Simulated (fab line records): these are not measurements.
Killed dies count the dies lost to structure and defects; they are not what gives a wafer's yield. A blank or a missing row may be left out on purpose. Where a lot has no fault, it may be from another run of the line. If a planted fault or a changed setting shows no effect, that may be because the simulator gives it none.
fab line records	flow nandHarc
record: lots: 24	wafers: 72	lastDay: 33
route steps=1302 shown A_STAIRCASE@744
lots untouched by any fault: they come from a run of this same line in which no faults occurred
startH: the number of hours between the record's first day and the start of the first shown wafer of the lot	waitH: hours from the lot's prior step to this one	" repeats the value in the row above	L1.1+2: several wafers, shown together as one row	- no value present, or no start provided	* or withheld: withheld	< > ~ a bound
route shown NAME@n: NAME is a module with steps in the file, n the number in the route of the first one	usual: mean and standard deviation over wafers with no fault	same: alike in all rows	chamber/n: place in a boat	sites: readings site by site	_std_site: the standard deviation of these	_edge_site: inner sites' mean taken away from outer sites' mean	radiusMm: how far each site lies from the wafer's centre	mask NAME#n: copy n	behind: the tool/chamber that last shaped the wafer	hold: cause of the lot's hold/its duration in hours/its outcome	device: the n, p or np transistor that did not switch	end of line: tests run on the same wafers once the route is complete	a step given without rows: its recipe and nothing more	killed: not the wafer's yield, but the dies lost to structure and defects at the first sort	map: a wafer's dies, marking killed ones x, the rest . and places with no die _
set.NAME: setting as actually run; set.NAME@STEP: the setting as run at that earlier step	model.NAME: the simulator's own value behind a step, which no gauge read
the route's steps for a sample of lots (tables are steps, rows are wafers)
services: a tool's chamber out of use, with start hour (startH, from the record's first day; less than 0 if before it), hours out, and reason
== steps ==
step: NHARC_A_STAIRCASE_ETCH_230
recipe: targetDepthA: 1000	timeS: 40.5	ionEnergyEv: 400	c4f8FlowSccm: 20	o2FlowSccm: 10	arFlowSccm: withheld	rfW: 600	biasW: 1000	chemistry: C4F8/O2
usual: oesProductAu: 0.946/0.019	rfVppV: 895/5
lot.wafer	tool	chamber	startH	waitH	oesProductAu	rfHoursCounterH	rfVppV
L077.4	rieDiel-10	1	-	-	0.956	44	894
L077.1	"	0	"	"	0.929	37	895
L077.5	"	2	"	"	0.948	-	887
L075.3	rieDiel-13	3	-	-	0.933	11	897
L075.4	"	1	"	"	0.978	13	895
L075.5	"	0	"	"	0.962	-	892
L074.4	rieDiel-04	2	-	-	0.972	-	904
L074.6	"	0	"	"	0.953	-	900
L074.5	"	1	"	"	0.954	-	894
L076.3	rieDiel-10	2	-	-	0.963	45	887
L076.4	"	3	"	"	0.967	39	893
L076.5	"	3	"	"	0.974	-	892
L079.1	rieDiel-13	0	-	-	0.926	19	890
L079.4	"	3	"	"	0.910	20	896
L079.5	"	1	"	"	0.927	-	896
L078.4	rieDiel-13	1	-	-	0.960	21	895
L078.2	"	2	"	"	0.952	22	888
L078.3	"	3	"	"	0.946	21	896
L081.3	rieDiel-13	0	-	-	0.934	24	890
L081.2	"	1	"	"	0.939	25	894
L081.6	"	3	"	"	0.927	-	896
L080.3	rieDiel-04	2	-	-	0.969	20	905
L080.1	"	0	"	"	0.940	27	901
L080.6	"	1	"	"	0.932	-	895
L083.2	rieDiel-13	0	-	-	0.948	28	890
L083.1	"	1	"	"	0.963	29	895
L083.6	"	2	"	"	0.956	-	890
L082.1	rieDiel-04	2	-	-	0.987	22	903
L082.2	"	0	"	"	0.951	30	902
L082.5	"	2	"	"	0.988	-	904
L084.3	rieDiel-10	2	-	-	0.988	11	907
L084.4	"	3	"	"	0.952	12	893
L084.5	"	1	"	"	0.979	-	894
L085.1	rieDiel-10	0	-	-	0.939	14	895
L085.4	"	2	"	"	0.940	12	905
L085.6	"	1	"	"	0.950	-	895
L086.2	rieDiel-10	0	-	-	0.904	14	895
L086.1	"	2	"	"	0.921	13	906
L086.5	"	0	"	"	0.903	-	895
L088.2	rieDiel-13	1	-	-	0.965	57	895
L088.4	"	2	"	"	0.956	58	888
L088.6	"	0	"	"	0.961	-	889
L087.4	rieDiel-13	1	-	-	0.943	58	895
L087.3	"	3	"	"	0.913	57	895
L087.5	"	1	"	"	0.942	-	895
L089.1	rieDiel-10	2	-	-	0.922	19	904
L089.4	"	1	"	"	0.918	19	894
L089.5	"	2	"	"	0.907	-	906
L090.4	rieDiel-10	0	-	-	0.932	26	895
L090.1	"	1	"	"	0.936	25	894
L090.5	"	0	"	"	0.925	-	896
L091.4	rieDiel-10	1	-	-	0.984	26	894
L091.2	"	0	"	"	0.949	26	896
L091.6	"	2	"	"	0.951	-	905
L092.4	rieDiel-13	0	-	-	0.943	1	889
L092.1	"	1	"	"	0.931	1	894
L092.6	"	2	"	"	0.955	-	888
L093.1	rieDiel-04	1	-	-	0.959	2	893
L093.4	"	2	"	"	0.938	2	903
L093.2	"	3	"	"	0.937	3	893
L094.2	rieDiel-10	0	-	-	0.941	41	895
L094.1	"	2	"	"	0.963	40	905
L094.5	"	3	"	"	0.960	-	893
L096.2	rieDiel-04	1	-	-	0.939	11	895
L096.3	"	3	"	"	0.939	13	892
L096.5	"	1	"	"	0.949	-	894
L095.2	rieDiel-04	3	-	-	0.957	15	893
L095.4	"	0	"	"	0.975	15	901
L095.3	"	1	"	"	0.995	12	893
L097.2	rieDiel-04	3	-	-	0.932	16	894
L097.3	"	0	"	"	0.945	16	900
L097.1	"	2	"	"	0.944	13	903
step: NHARC_A_STAIRCASE_TRIM_233
recipe: timeS: 211.2	o2FlowSccm: 500	arFlowSccm: 0	biasW: 0	chemistry: O2
usual: drypumpMotorCurrentA: 5.7/0.62	oesProductAu: 1.000/0.014	rfVppV: 57.9/0.84	showerheadPlenumPTorr: 3.50/0.13	throttleValvePct: 17.037/0.0094
lot.wafer	tool	chamber	startH	waitH	drypumpMotorCurrentA	oesProductAu	rfHoursCounterH	rfVppV	showerheadPlenumPTorr	throttleValvePct
L077.1	rieDiel-10	1	-	-	5.1	1.007	44	58.0	3.49	17.052
L077.4	"	2	"	"	6.3	0.989	44	57.3	3.29	17.038
L077.5	"	0	"	"	6.4	0.980	-	58.3	3.53	17.039
L075.3	rieDiel-13	0	-	-	5.9	1.002	11	58.5	3.37	17.029
L075.4	"	1	"	"	5.7	1.031	13	58.1	3.51	17.035
L075.5	"	0	"	"	5.9	1.006	-	56.9	3.37	17.034
L074.4	rieDiel-04	2	-	-	6.2	1.019	-	57.4	3.73	17.041
L074.6	"	0	"	"	4.9	1.005	-	58.2	3.67	17.031
L074.5	"	1	"	"	4.8	0.992	-	57.6	3.49	17.039
L076.3	rieDiel-10	3	-	-	5.3	0.994	39	58.4	3.42	17.033
L076.4	"	0	"	"	6.3	0.991	39	57.8	3.53	17.046
L076.5	"	3	"	"	5.3	1.010	-	56.6	3.42	17.040
L079.4	rieDiel-13	2	-	-	5.1	1.013	21	57.3	3.34	17.029
L079.1	"	0	"	"	5.9	1.007	20	56.8	3.37	17.038
L079.5	"	3	"	"	6.6	1.001	-	58.5	3.53	17.037
L078.2	rieDiel-13	3	-	-	6.6	0.997	21	58.0	3.53	17.026
L078.3	"	1	"	"	5.7	1.009	21	59.1	3.50	17.037
L078.4	"	2	"	"	5.1	1.009	22	57.6	3.34	17.039
L081.3	rieDiel-13	3	-	-	6.6	0.991	25	56.1	3.52	17.051
L081.2	"	0	"	"	5.9	1.011	24	58.5	3.37	17.040
L081.6	"	3	"	"	6.6	0.992	-	56.8	3.52	17.038
L080.1	rieDiel-04	2	-	-	6.3	1.017	20	58.9	3.73	17.043
L080.3	"	0	"	"	4.9	0.991	27	57.0	3.66	17.040
L080.6	"	3	"	"	6.0	0.983	-	58.7	3.48	17.018
L083.2	rieDiel-13	2	-	-	5.1	1.007	30	57.8	3.34	17.034
L083.1	"	0	"	"	5.9	1.008	28	58.6	3.36	17.025
L083.6	"	1	"	"	5.8	1.022	-	57.3	3.50	17.050
L082.1	rieDiel-04	0	-	-	4.9	0.989	30	57.7	3.66	17.050
L082.2	"	1	"	"	4.8	0.996	30	57.9	3.48	17.055
L082.5	"	0	"	"	4.8	0.994	-	57.7	3.66	17.044
L084.3	rieDiel-10	3	-	-	5.3	0.993	12	57.6	3.41	17.046
L084.4	"	1	"	"	5.0	1.000	12	58.4	3.48	17.052
L084.5	"	3	"	"	5.3	1.000	-	57.0	3.41	17.036
L085.1	rieDiel-10	2	-	-	6.3	1.001	13	57.3	3.80	17.036
L085.4	"	3	"	"	5.3	0.993	13	58.6	3.41	17.042
L085.6	"	1	"	"	5.1	0.993	-	57.1	3.48	17.036
L086.2	rieDiel-10	0	-	-	6.3	0.969	14	58.2	3.52	17.032
L086.1	"	1	"	"	5.1	0.992	14	56.0	3.48	17.044
L086.5	"	3	"	"	5.3	0.982	-	58.8	3.41	17.034
L088.2	rieDiel-13	3	-	-	6.6	0.986	57	57.4	3.51	17.040
L088.4	"	0	"	"	5.9	1.021	56	58.2	3.35	17.036
L088.6	"	2	"	"	5.0	1.016	-	58.5	3.32	17.046
L087.4	rieDiel-13	3	-	-	6.6	0.984	58	57.7	3.51	17.025
L087.3	"	0	"	"	5.9	1.010	57	57.4	3.35	17.048
L087.5	"	2	"	"	5.1	1.026	-	57.0	3.32	17.047
L089.4	rieDiel-10	3	-	-	5.3	0.998	20	58.6	3.40	17.041
L089.1	"	2	"	"	6.3	0.983	19	57.2	3.80	17.040
L089.5	"	3	"	"	5.3	0.994	-	57.6	3.40	17.043
L090.4	rieDiel-10	2	-	-	6.3	1.002	27	58.4	3.79	17.034
L090.1	"	1	"	"	5.1	0.997	25	56.2	3.47	17.038
L090.5	"	2	"	"	6.3	0.996	-	58.2	3.79	17.027
L091.4	rieDiel-10	1	-	-	5.1	0.984	26	57.2	3.47	17.015
L091.2	"	2	"	"	6.3	0.997	27	57.0	3.79	17.036
L091.6	"	1	"	"	5.1	0.995	-	57.1	3.47	17.040
L092.4	rieDiel-13	1	-	-	5.7	1.020	1	58.4	3.48	17.049
L092.1	"	2	"	"	5.1	1.027	1	58.8	3.32	17.026
L092.6	"	0	"	"	5.9	1.018	-	57.7	3.34	17.024
L093.4	rieDiel-04	1	-	-	4.8	1.004	2	58.5	3.46	17.016
L093.1	"	2	"	"	6.3	1.005	2	59.1	3.71	17.033
L093.2	"	0	"	"	4.9	0.999	3	58.0	3.65	17.029
L094.2	rieDiel-10	0	-	-	6.3	0.972	41	58.5	3.50	17.033
L094.1	"	3	"	"	5.3	0.994	44	58.4	3.39	17.041
L094.5	"	0	"	"	6.3	0.980	-	58.1	3.50	17.041
L096.2	rieDiel-04	2	-	-	6.3	1.008	11	58.7	3.70	17.035
L096.3	"	3	"	"	6.0	1.001	14	57.0	3.45	17.045
L096.5	"	1	"	"	4.8	1.011	-	57.7	3.46	17.042
L095.4	rieDiel-04	1	-	-	4.8	1.011	12	57.6	3.45	17.047
L095.3	"	2	"	"	6.3	1.000	12	57.6	3.70	17.040
L095.2	"	3	"	"	6.0	1.006	15	57.9	3.45	17.045
L097.3	rieDiel-04	0	-	-	4.9	0.989	16	57.9	3.64	17.024
L097.2	"	2	"	"	6.3	1.001	13	56.6	3.70	17.031
L097.1	"	3	"	"	5.9	1.000	16	56.0	3.45	17.040
step: NHARC_A_STAIRCASE_DEP_259
recipe: targetThkA: 300	targetThkNm: 30	tempC: 400	pressureTorr: 3.5	flowSccm: 200	rfW: 350	material: SiON
usual: heaterPowerW: 805/88
lot.wafer	tool	chamber	startH	waitH	heaterPowerW
L077.1	pecvd-04	1	391.19	1.6	775
L077.5	"	2	"	"	695
L077.4	"	1	"	"	766
L075.3	pecvd-01	0	391.24	0.9	802
L075.4	"	0	"	"	814
L075.5	"	1	"	"	786
L074.5	pecvd-04	1	393.07	0.4	927
L074.6	"	2	"	"	638
L074.4	"	0	"	"	885
L076.3	pecvd-01	0	397.35	1.0	788
L076.5	"	0	"	"	811
L076.4	"	1	"	"	682
L079.1	pecvd-04	1	413.27	1.6	905
L079.4	"	0	"	"	932
L079.5	"	2	"	"	644
L078.2	pecvd-04	2	415.13	1.3	750
L078.3	"	0	"	"	967
L078.4	"	1	"	"	912
L081.3	pecvd-01	1	435.17	1.0	786
L081.2	"	0	"	"	813
L081.6	"	0	"	"	807
L080.1	pecvd-02	1	435.90	1.6	800
L080.3	"	2	"	"	720
L080.6	"	2	"	"	739
L083.1	pecvd-02	0	446.82	1.6	756
L083.2	"	1	"	"	881
L083.6	"	2	"	"	789
L082.1	pecvd-04	1	447.23	1.6	906
L082.2	"	0	"	"	883
L082.5	"	0	"	"	904
L084.3	pecvd-01	0	475.84	1.0	791
L084.4	"	1	"	"	685
L084.5	"	2	"	"	897
L085.1	pecvd-02	1	481.62	1.6	800
L085.4	"	0	"	"	678
L085.6	"	1	"	"	801
L086.2	pecvd-01	2	483.40	1.2	977
L086.1	"	0	"	"	789
L086.5	"	1	"	"	716
L088.2	pecvd-02	2	505.27	1.3	808
L088.6	"	1	"	"	767
L088.4	"	0	"	"	697
L087.3	pecvd-02	0	509.02	1.0	707
L087.4	"	1	"	"	877
L087.5	"	2	"	"	748
L089.1	pecvd-04	0	510.34	1.6	860
L089.5	"	0	"	"	882
L089.4	"	1	"	"	760
L090.1	pecvd-04	1	532.19	1.6	910
L090.4	"	1	"	"	882
L090.5	"	2	"	"	761
L091.2	pecvd-04	1	532.86	1.2	896
L091.4	"	2	"	"	712
L091.6	"	0	"	"	900
L092.1	pecvd-04	1	538.40	1.6	902
L092.4	"	2	"	"	760
L092.6	"	0	"	"	809
L093.2	pecvd-02	2	560.21	1.3	750
L093.1	"	0	"	"	785
L093.4	"	1	"	"	809
L094.1	pecvd-04	0	570.81	1.6	848
L094.2	"	2	"	"	788
L094.5	"	2	"	"	757
L096.3	pecvd-01	1	587.79	0.9	753
L096.2	"	0	"	"	641
L096.5	"	2	"	"	876
L095.3	pecvd-04	0	589.70	1.0	872
L095.2	"	1	"	"	906
L095.4	"	1	"	"	746
L097.1	pecvd-04	0	594.18	1.6	817
L097.3	"	1	"	"	826
L097.2	"	2	"	"	708
step: NHARC_A_STAIRCASE_DEP_280
recipe: targetThkA: 300	targetThkNm: 30	tempC: 400	pressureTorr: 3.5	flowSccm: 200	rfW: 350	material: SiON
usual: heaterPowerW: 814/92
lot.wafer	tool	chamber	startH	waitH	heaterPowerW
L077.1	pecvd-04	1	398.46	1.5	936
L077.5	"	2	"	"	730
L077.4	"	0	"	"	970
L075.3	pecvd-01	0	399.78	0.9	691
L075.4	"	0	"	"	716
L075.5	"	2	"	"	872
L074.5	pecvd-01	2	402.31	0.4	1000
L074.4	"	0	"	"	835
L074.6	"	1	"	"	799
L076.3	pecvd-04	0	405.44	1.0	869
L076.5	"	0	"	"	885
L076.4	"	1	"	"	908
L079.1	pecvd-04	0	419.16	1.6	947
L079.5	"	1	"	"	808
L079.4	"	2	"	"	725
L078.2	pecvd-01	0	421.05	1.3	713
L078.3	"	1	"	"	818
L078.4	"	1	"	"	786
L081.3	pecvd-02	2	443.35	0.9	776
L081.2	"	0	"	"	664
L081.6	"	0	"	"	690
L080.3	pecvd-04	0	443.42	0.9	852
L080.1	"	1	"	"	907
L080.6	"	0	"	"	856
L083.2	pecvd-02	1	455.85	1.2	880
L083.1	"	2	"	"	838
L083.6	"	0	"	"	706
L082.1	pecvd-01	0	455.99	1.6	738
L082.2	"	1	"	"	709
L082.5	"	1	"	"	705
L084.3	pecvd-04	0	481.85	1.0	854
L084.4	"	1	"	"	830
L084.5	"	2	"	"	671
L085.1	pecvd-01	2	490.19	1.6	930
L085.4	"	1	"	"	773
L085.6	"	2	"	"	956
L086.1	pecvd-02	2	493.29	1.6	695
L086.2	"	0	"	"	685
L086.5	"	0	"	"	680
L088.2	pecvd-04	0	511.20	1.3	821
L088.4	"	1	"	"	896
L088.6	"	2	"	"	655
L087.3	pecvd-01	2	516.81	0.9	872
L087.4	"	2	"	"	884
L087.5	"	1	"	"	832
L089.1	pecvd-04	0	520.89	1.6	835
L089.4	"	1	"	"	838
L089.5	"	0	"	"	849
L090.1	pecvd-04	2	539.05	1.5	724
L090.4	"	2	"	"	737
L090.5	"	0	"	"	931
L091.2	pecvd-01	1	540.17	1.2	792
L091.4	"	1	"	"	797
L091.6	"	0	"	"	724
L092.1	pecvd-01	1	545.74	1.6	847
L092.4	"	0	"	"	762
L092.6	"	1	"	"	853
L093.2	pecvd-02	2	570.97	1.2	750
L093.1	"	1	"	"	797
L093.4	"	1	"	"	795
L094.1	pecvd-01	0	576.62	1.6	727
L094.2	"	2	"	"	1022
L094.5	"	0	"	"	769
L096.3	pecvd-04	0	593.69	1.0	940
L096.2	"	2	"	"	784
L096.5	"	1	"	"	783
L095.2	pecvd-04	1	597.36	1.3	829
L095.3	"	2	"	"	755
L095.4	"	2	"	"	770
L097.1	pecvd-02	1	603.46	1.6	807
L097.2	"	0	"	"	742
L097.3	"	0	"	"	741
step: NHARC_A_STAIRCASE_DEP_301
recipe: targetThkA: 300	targetThkNm: 30	tempC: 400	pressureTorr: 3.5	flowSccm: 200	rfW: 350	material: SiON
usual: heaterPowerW: 798/90
lot.wafer	tool	chamber	startH	waitH	heaterPowerW
L077.1	pecvd-02	2	405.55	1.6	721
L077.5	"	0	"	"	771
L077.4	"	2	"	"	729
L075.3	pecvd-02	1	407.33	1.0	861
L075.5	"	0	"	"	682
L075.4	"	1	"	"	834
L074.6	pecvd-04	0	409.12	0.1	823
L074.4	"	1	"	"	826
L074.5	"	2	"	"	676
L076.3	pecvd-04	2	410.64	1.0	701
L076.4	"	1	"	"	758
L076.5	"	0	"	"	961
L079.1	pecvd-04	0	424.21	1.5	904
L079.4	"	1	"	"	858
L079.5	"	2	"	"	670
L078.3	pecvd-04	0	425.99	0.9	968
L078.2	"	1	"	"	914
L078.4	"	1	"	"	879
L081.2	pecvd-02	1	449.09	1.3	855
L081.3	"	2	"	"	754
L081.6	"	2	"	"	775
L080.3	pecvd-02	0	449.85	0.9	668
L080.1	"	2	"	"	763
L080.6	"	1	"	"	849
L083.2	pecvd-02	0	461.99	1.2	778
L083.1	"	1	"	"	874
L083.6	"	1	"	"	895
L082.2	pecvd-02	1	462.56	1.2	825
L082.1	"	0	"	"	769
L082.5	"	1	"	"	834
L084.3	pecvd-02	1	489.68	1.0	801
L084.5	"	0	"	"	679
L084.4	"	2	"	"	750
L085.1	pecvd-04	2	495.24	1.6	707
L085.6	"	2	"	"	734
L085.4	"	1	"	"	779
L086.2	pecvd-02	1	498.65	1.4	845
L086.1	"	2	"	"	724
L086.5	"	2	"	"	738
L088.2	pecvd-01	1	521.09	1.3	741
L088.6	"	0	"	"	636
L088.4	"	2	"	"	881
L087.3	pecvd-02	0	527.28	1.0	773
L087.5	"	0	"	"	786
L087.4	"	1	"	"	882
L089.1	pecvd-04	0	527.74	1.5	876
L089.4	"	1	"	"	853
L089.5	"	2	"	"	679
L091.2	pecvd-01	2	545.46	1.3	1020
L091.6	"	2	"	"	1016
L091.4	"	0	"	"	695
L090.1	pecvd-04	1	546.49	1.6	801
L090.4	"	1	"	"	825
L090.5	"	2	"	"	735
L092.1	pecvd-04	1	550.63	1.5	828
L092.4	"	1	"	"	856
L092.6	"	2	"	"	757
L093.2	pecvd-02	1	576.38	1.3	748
L093.1	"	2	"	"	837
L093.4	"	1	"	"	725
L094.2	pecvd-01	2	582.20	1.2	1025
L094.1	"	1	"	"	732
L094.5	"	0	"	"	651
L096.2	pecvd-01	1	603.03	1.3	819
L096.3	"	2	"	"	1029
L096.5	"	1	"	"	832
L095.3	pecvd-04	2	605.27	0.9	725
L095.2	"	0	"	"	861
L095.4	"	0	"	"	897
L097.2	pecvd-02	1	610.34	1.3	764
L097.1	"	2	"	"	769
L097.3	"	0	"	"	704
step: NHARC_A_STAIRCASE_DESCUM_312
recipe: timeS: 3	o2FlowSccm: 200	arFlowSccm: 0	biasPowerW: 0	chemistry: O2
usual: drypumpMotorCurrentA: 5.6/0.62	oesProductAu: 0.995/0.011	rfVppV: 58.0/0.94	showerheadPlenumPTorr: 1.92/0.076	throttleValvePct: 11.311/0.0094
lot.wafer	tool	chamber	startH	waitH	drypumpMotorCurrentA	oesProductAu	rfHoursCounterH	rfVppV	showerheadPlenumPTorr	throttleValvePct
L077.1	rieDiel-04	0	406.50	-	4.9	0.991	20	58.0	1.99	11.316
L077.5	"	1	"	"	4.8	0.996	-	57.3	1.89	11.319
L077.4	"	3	"	"	5.9	0.990	-	57.2	1.88	11.307
L075.3	rieDiel-04	3	408.17	-	5.9	0.985	16	59.4	1.88	11.309
L075.5	"	1	"	"	4.8	1.005	-	58.4	1.89	11.323
L075.4	"	0	"	"	4.9	1.000	-	58.5	2.00	11.310
L074.4	rieDiel-04	0	410.05	-	4.8	0.997	-	57.9	1.99	11.308
L074.6	"	1	"	"	4.8	1.008	-	56.0	1.89	11.320
L074.5	"	3	"	"	5.9	0.992	-	57.8	1.88	11.324
L076.3	rieDiel-04	1	411.62	-	4.8	0.986	22	59.0	1.89	11.317
L076.4	"	0	"	"	4.9	0.995	-	60.4	1.99	11.302
L076.5	"	1	"	"	4.8	0.997	-	58.6	1.89	11.311
L079.1	rieDiel-04	3	425.06	-	5.9	0.985	20	56.7	1.88	11.316
L079.4	"	0	"	"	4.9	0.999	26	57.7	1.99	11.317
L079.5	"	3	"	"	5.9	0.988	-	57.9	1.88	11.305
L078.3	rieDiel-04	2	426.97	-	6.2	1.013	19	58.1	2.03	11.298
L078.2	"	3	"	"	5.9	0.984	21	58.2	1.88	11.304
L078.4	"	1	"	"	4.8	0.993	27	57.8	1.88	11.318
L081.2	rieDiel-10	1	450.14	-	5.1	0.991	4	57.3	1.89	11.322
L081.3	"	3	"	"	5.3	1.000	5	56.0	1.85	11.322
L081.6	"	1	"	"	5.1	0.992	-	58.9	1.89	11.313
L080.1	rieDiel-04	1	450.83	-	4.8	0.991	32	57.3	1.88	11.300
L080.3	"	2	"	"	6.3	1.015	25	57.4	2.03	11.321
L080.6	"	1	"	"	4.8	0.989	-	60.0	1.88	11.304
L083.1	rieDiel-04	2	462.97	-	6.3	1.001	27	57.9	2.03	11.312
L083.2	"	0	"	"	4.9	0.999	35	58.8	1.99	11.315
L083.6	"	3	"	"	5.9	0.984	-	57.8	1.88	11.311
L082.1	rieDiel-04	3	463.42	-	5.9	0.986	30	56.6	1.88	11.293
L082.2	"	1	"	"	4.8	1.002	34	57.7	1.88	11.292
L082.5	"	0	"	"	4.8	0.997	-	57.9	1.99	11.312
L084.3	rieDiel-04	1	490.65	-	4.8	0.999	46	57.5	1.88	11.320
L084.4	"	3	"	"	6.0	0.979	39	58.8	1.88	11.296
L084.5	"	0	"	"	4.9	0.987	-	57.3	1.99	11.324
L085.4	rieDiel-10	2	496.13	-	6.3	0.991	16	59.2	2.07	11.312
L085.1	"	0	"	"	6.2	0.975	18	57.4	1.91	11.316
L085.6	"	2	"	"	6.3	0.993	-	58.7	2.07	11.295
L086.1	rieDiel-10	1	499.50	-	5.1	0.996	18	56.7	1.88	11.303
L086.2	"	2	"	"	6.3	0.988	17	58.7	2.07	11.309
L086.5	"	3	"	"	5.2	0.999	-	56.3	1.84	11.315
L088.2	rieDiel-04	0	521.93	-	4.9	0.991	56	58.1	1.98	11.321
L088.4	"	2	"	"	6.3	0.996	51	58.8	2.02	11.305
L088.6	"	0	"	"	4.9	0.986	-	58.5	1.98	11.325
L087.4	rieDiel-10	2	528.24	-	6.3	0.992	28	57.9	2.07	11.322
L087.3	"	0	"	"	6.3	0.975	27	57.9	1.90	11.305
L087.5	"	2	"	"	6.3	0.997	-	57.8	2.07	11.315
L089.4	rieDiel-04	1	528.72	-	4.8	0.997	59	56.7	1.87	11.295
L089.1	"	0	"	"	4.9	1.001	58	58.9	1.98	11.305
L089.5	"	1	"	"	4.8	0.991	-	57.7	1.87	11.318
L091.4	rieDiel-04	3	546.32	-	5.9	0.993	1	57.8	1.87	11.316
L091.2	"	0	"	"	4.9	1.007	1	56.6	1.98	11.297
L091.6	"	2	"	"	6.3	1.008	-	59.2	2.02	11.313
L090.1	rieDiel-10	2	547.44	-	6.3	1.006	39	59.2	2.06	11.302
L090.4	"	0	"	"	6.3	0.976	40	57.6	1.90	11.316
L090.5	"	3	"	"	5.3	0.985	-	56.8	1.83	11.310
L092.1	rieDiel-13	3	551.61	-	6.6	0.992	7	56.8	1.89	11.320
L092.4	"	1	"	"	5.7	1.008	9	56.4	1.88	11.315
L092.6	"	3	"	"	6.6	0.982	-	59.3	1.90	11.314
L093.2	rieDiel-10	3	577.32	-	5.3	0.992	51	56.7	1.83	11.305
L093.1	"	0	"	"	6.3	0.974	46	57.7	1.90	11.332
L093.4	"	2	"	"	6.3	1.004	46	58.6	2.06	11.305
L094.2	rieDiel-10	0	583.19	-	6.3	0.978	49	58.8	1.90	11.297
L094.1	"	1	"	"	5.0	0.997	43	57.7	1.87	11.316
L094.5	"	3	"	"	5.2	0.983	-	57.7	1.83	11.299
L096.3	rieDiel-04	2	603.85	-	6.3	0.996	19	57.1	2.01	11.301
L096.2	"	1	"	"	4.8	1.013	21	58.9	1.87	11.310
L096.5	"	2	"	"	6.3	0.997	-	60.6	2.01	11.327
L095.3	rieDiel-13	1	606.26	-	5.7	1.014	30	57.9	1.87	11.293
L095.4	"	2	"	"	5.0	1.028	27	56.8	1.78	11.327
L095.2	"	3	"	"	6.6	1.005	29	57.2	1.89	11.318
L097.3	rieDiel-10	0	611.32	-	6.3	0.990	0	58.5	1.89	11.315
L097.1	"	2	"	"	6.3	0.997	1	57.8	2.06	11.317
L097.2	"	3	"	"	5.3	1.006	1	57.8	1.83	11.304
== services ==
tool	chamber	startH	hours	kind
rieDiel-04	0	363.98	-	clean
rieDiel-04	1	363.98	-	clean
rieDiel-04	2	363.98	-	clean
rieDiel-04	3	363.98	-	clean
rieDiel-04	3	381.58	7.2	repair
rieDiel-04	0	388.48	-	clean
rieDiel-04	1	388.48	-	clean
pecvd-02	-	408.03	13.0	pm
rieDiel-10	-	419.56	9.0	pm
pecvd-02	-	430.37	0.3	repair
pecvd-04	-	450.00	13.0	pm
pecvd-04	0	450.00	13.0	ventCycle
pecvd-04	1	450.00	13.0	ventCycle
pecvd-04	2	450.00	13.0	ventCycle
pecvd-04	0	463.00	-	clean
pecvd-04	1	463.00	-	clean
pecvd-04	2	463.00	-	clean
pecvd-01	-	492.34	13.0	pm
rieDiel-13	-	521.84	9.0	pm
rieDiel-04	-	531.98	9.0	pm
rieDiel-10	1	556.92	5.6	repair
pecvd-02	0	569.85	11.1	repair
pecvd-02	-	589.03	13.0	pm
rieDiel-10	-	597.39	9.0	pm
== key ==
fault none
